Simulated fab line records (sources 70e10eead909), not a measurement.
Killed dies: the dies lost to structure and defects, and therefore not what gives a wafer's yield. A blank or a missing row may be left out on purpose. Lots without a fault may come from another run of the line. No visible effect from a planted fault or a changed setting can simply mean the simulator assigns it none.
A lot that was struck, set against a sound lot	flow nandHarc	14 out of 1302 route steps
Sound: wafers L254.4, L254.5, L254.6. Struck: wafer L265.6 (left out: L265.2, a lot-mate that was not struck); the cause follows at the end.
Order at every step that has rows: each side's tool, ch and its chambers, its first start. Under that, the readings that differ: sound wafers	struck wafers	difference of the means	sigmas: that difference in standard deviations of wafers without a fault.
alike: words and numbers the same on both sides, and readings whose means are apart by under 2 such deviations; not compared: readings that were withheld, readings missing a value for some wafer, numbers with overlapping values and no deviation given by the record, and bounds like >300 which may hide the same value.
Wherever a step has rows on one side only, a row that says differs or no value, or a row with sigmas, the two part there. When numbers do not overlap yet have no deviation, they are printed without sigmas and do not part them. A reading that every wafer of one side lacks parts them only if that side has two wafers or more.

NHARC_A_SLIT_ETCH_26: etches the open film in C4F8/O2/Ar, time 90 s, target depth 400 nm.
  sound on harEtch-01 ch 0,1, day 20 08:39; struck on harEtch-02 ch 0, day 24 04:36
reading	sound	struck	difference	sigmas
drypumpMotorCurrentA (A)	6.1 6.1 6.4	5.5	-0.7	-2
throttleValvePct (%)	27.625 27.615 27.628	27.595	-0.028	-3
  alike: showerheadPlenumPTorr
  not compared: rfHoursCounterH
then, 1 step without rows for these wafers: NHARC_A_SLIT_STRIP_28 (strips in O2/COS).
NHARC_A_SLIT_ETCH_29: etches the open film in CF4/O2, target depth 100 nm, overetch 10 nm, time 55 s.
  sound on rieDiel-12 ch 1,2, day 20 09:27; struck on rieDiel-06 ch 0, day 24 05:28
  alike: drypumpMotorCurrentA, oesProductAu, rfVppV, showerheadPlenumPTorr, throttleValvePct
  not compared: rfHoursCounterH
NHARC_A_SLIT_STRIP_18: strips in O2.
  sound: rieDiel-12 ch 2,3; struck: rieDiel-06 ch 2
reading	sound	struck	difference	sigmas
oesProductAu (a.u.)	1.013 1.014 1.014	0.989	-0.025	-3
  alike: drypumpMotorCurrentA, rfVppV, showerheadPlenumPTorr, throttleValvePct
  not compared: rfHoursCounterH
then, 2 steps without rows for these wafers: NHARC_A_SLIT_PRECLEAN_19 (cleans in SC1); NHARC_A_SLIT_SRD_20.
NHARC_A_SLIT_CD_MEAS_21:
  struck on cdSem-03, day 24 05:59; sound on cdSem-01, day 20 09:59
  alike: cdNm
then, 3 steps without rows for these wafers: NHARC_A_SIN_REMOVE_WET_00 (chemistry H3PO4, time 15300 s); NHARC_A_SIN_REMOVE_PRECLEAN_01 (cleans in SC1); NHARC_A_SIN_REMOVE_SRD_02.
NHARC_A_SIN_REMOVE_INSPECT_04:
  struck on defectInspect-01, day 24 12:36; sound on defectInspect-02, day 20 16:38
  alike: rawDefectCount
NHARC_A_WL_FILL_ALD_00: deposits Al2O3, target thk 3 nm, pulse time 3 s, ald cycles 30.
  sound on aldHk-02 ch 1,2,3, day 20 16:44; struck on aldHk-02 ch 1, day 24 12:41
reading	sound	struck	difference	sigmas
aldCycles	30 30 30	33	+3	
  alike: heaterPowerW, precursorPulseHeightRel
NHARC_A_WL_FILL_RTA_01: time 5 s.
  sound on rtpAnneal-02 ch 0, day 20 17:02; struck on rtpAnneal-02 ch 0, day 24 12:58
reading	sound	struck	difference	sigmas
wafer_temp_C_max	1003.3 1002.3 1002.4	1004.8	+2.1	+3
  alike: lampPowerPct, lamp_zone_5_pct
after that, 1 step had no rows for these wafers: NHARC_END_SORT_01.

WHERE THEY PART
At NHARC_A_SLIT_ETCH_26 first; at NHARC_A_WL_FILL_RTA_01 last (within this record only).

WHY: what the simulator had put in
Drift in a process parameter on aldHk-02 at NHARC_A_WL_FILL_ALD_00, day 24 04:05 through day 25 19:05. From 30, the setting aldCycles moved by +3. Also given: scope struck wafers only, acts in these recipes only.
